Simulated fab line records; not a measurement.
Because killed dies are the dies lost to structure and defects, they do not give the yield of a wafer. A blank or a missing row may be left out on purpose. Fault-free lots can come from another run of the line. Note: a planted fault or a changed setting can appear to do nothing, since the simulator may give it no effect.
Which of the tools did it? :: flow n5-finfet :: 30 wafers from 10 lots sampled at 4 of the route's 1938 steps

WHAT THE GAUGES READ, wafer by wafer
N5_BEOL_M4_RC_MEAS_101.
lot: L948
measured: day 7 20:24
on: prober-01
RS_PWELL (ohm/sq): 3005 3021 3011

lot: L949
measured: day 8 02:20
on: prober-01
RS_PWELL (ohm/sq): 3001 2997 3004

lot: L950
measured: day 8 17:38
on: prober-01
RS_PWELL (ohm/sq): 3044 3032 3002

lot: L952
measured: day 9 00:47
on: prober-02
RS_PWELL (ohm/sq): 3004 3041 3054

lot: L956
measured: day 10 02:59
on: prober-02
RS_PWELL (ohm/sq): 2913 2890 2916

lot: L957
measured: day 10 01:27
on: prober-01
RS_PWELL (ohm/sq): 2978 2973 2934

lot: L958
measured: day 10 11:46
on: prober-01
RS_PWELL (ohm/sq): 2954 2952 2977

lot: L963
measured: day 12 12:49
on: prober-02
RS_PWELL (ohm/sq): 3021 3006 3017

lot: L964
measured: day 12 15:55
on: prober-01
RS_PWELL (ohm/sq): 2987 3011 3002

lot: L965
measured: day 12 17:14
on: prober-01
RS_PWELL (ohm/sq): 3026 2992 3023

EACH LOT AND THE TOOL THAT RAN IT (in order: tool; ch and the chambers of the sampled wafers; start)
lot: L948
N5_ZERO_LAYER_ETCH_18: rie-si-06 ch 2,3, day 1 18:50
N5_WELL_APT_IMPLANT_32: implanter-01 ch 0, day 1 21:37
N5_PMOS_HMC_CHANNEL_EPI_HM_DEP_34: pecvd-02 ch 0, day 1 23:03

lot: L949
N5_ZERO_LAYER_ETCH_18: rie-si-04 ch 1,2,3, day 2 01:15
N5_WELL_APT_IMPLANT_32: implanter-02 ch 0, day 2 03:40
N5_PMOS_HMC_CHANNEL_EPI_HM_DEP_34: pecvd-02 ch 0,1, day 2 05:08

lot: L950
N5_ZERO_LAYER_ETCH_18: rie-si-04 ch 0,1,3, day 2 06:47
N5_WELL_APT_IMPLANT_32: implanter-01 ch 0, day 2 09:23
N5_PMOS_HMC_CHANNEL_EPI_HM_DEP_34: pecvd-04 ch 0,1,2, day 2 10:47

lot: L952
N5_ZERO_LAYER_ETCH_18: rie-si-04 ch 0,1,2, day 2 18:48
N5_WELL_APT_IMPLANT_32: implanter-01 ch 0, day 2 21:21
N5_PMOS_HMC_CHANNEL_EPI_HM_DEP_34: pecvd-02 ch 0,1, day 2 22:46

lot: L956
N5_ZERO_LAYER_ETCH_18: rie-si-04 ch 0,1,3, day 3 18:55
N5_WELL_APT_IMPLANT_32: implanter-01 ch 0, day 3 21:23
N5_PMOS_HMC_CHANNEL_EPI_HM_DEP_34: pecvd-04 ch 0,1,2, day 3 23:05

lot: L957
N5_ZERO_LAYER_ETCH_18: rie-si-04 ch 0,1,2, day 4 00:47
N5_WELL_APT_IMPLANT_32: implanter-01 ch 0, day 4 03:13
N5_PMOS_HMC_CHANNEL_EPI_HM_DEP_34: pecvd-04 ch 0,1,2, day 4 04:33

lot: L958
N5_ZERO_LAYER_ETCH_18: rie-si-06 ch 1,3, day 4 06:49
N5_WELL_APT_IMPLANT_32: implanter-01 ch 0, day 4 09:24
N5_PMOS_HMC_CHANNEL_EPI_HM_DEP_34: pecvd-01 ch 1,2, day 4 10:56

lot: L963
N5_ZERO_LAYER_ETCH_18: rie-si-06 ch 1,3, day 5 12:47
N5_WELL_APT_IMPLANT_32: implanter-02 ch 0, day 5 15:13
N5_PMOS_HMC_CHANNEL_EPI_HM_DEP_34: pecvd-01 ch 1,2, day 5 16:37

lot: L964
N5_ZERO_LAYER_ETCH_18: rie-si-01 ch 0,1, day 5 18:47
N5_WELL_APT_IMPLANT_32: implanter-02 ch 0, day 5 21:31
N5_PMOS_HMC_CHANNEL_EPI_HM_DEP_34: pecvd-02 ch 0,1, day 5 23:10

lot: L965
N5_ZERO_LAYER_ETCH_18: rie-si-01 ch 0,2,3, day 6 08:46
N5_WELL_APT_IMPLANT_32: implanter-02 ch 0, day 6 11:43
N5_PMOS_HMC_CHANNEL_EPI_HM_DEP_34: pecvd-01 ch 0,1,2, day 6 13:35
- N5_ZERO_LAYER_ETCH_18: etches Si in HBr/Cl2, target depth 120 nm, time 40 s.
- N5_WELL_APT_IMPLANT_32
- N5_PMOS_HMC_CHANNEL_EPI_HM_DEP_34: deposits SiO2 from TEOS/O2, target thk 36 nm, time 6.9 s.

THE ANSWER, worked out from the rows above alone
Rule: usual is defined by the lots themselves. Put in order of their means at a reading, lots are off if they are a third of the lots or fewer, leave a main group of 4 or more, and stand apart from it by a gap of 3 or more times the standard deviation of the main group's means; of several such gaps the widest counts. If all means in a main group match to the digits the tables above print for the reading, that group is not used. A lot without any number at a reading at which 4 lots or more have one is off too. All remaining lots with rows at the step are treated as sound.
Off: at N5_BEOL_M4_RC_MEAS_101 (RS_PWELL), L956, L957, L958. The main group has a mean of 3014 ohm/sq with a standard deviation of 11.
If a tool, at a process step before that reading, ran all the lots that are off and no sound lot after the first of them, it fits. Gauges at N5_BEOL_M4_RC_MEAS_101: tried the same way as those tools. One candidate fits, namely implanter-01 at N5_WELL_APT_IMPLANT_32. A fault onset in the window from L952 (day 2 21:21, its last sound lot) to L956 (day 3 21:23, its first lot off) fits.

WHAT WAS PUT IN BY THE SIMULATOR
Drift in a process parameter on implanter-01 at N5_WELL_APT_IMPLANT_32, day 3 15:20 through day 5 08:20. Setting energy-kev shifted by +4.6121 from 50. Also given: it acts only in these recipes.
Struck lots among those shown: L957, L956, L958. The rule above reached the same finding.
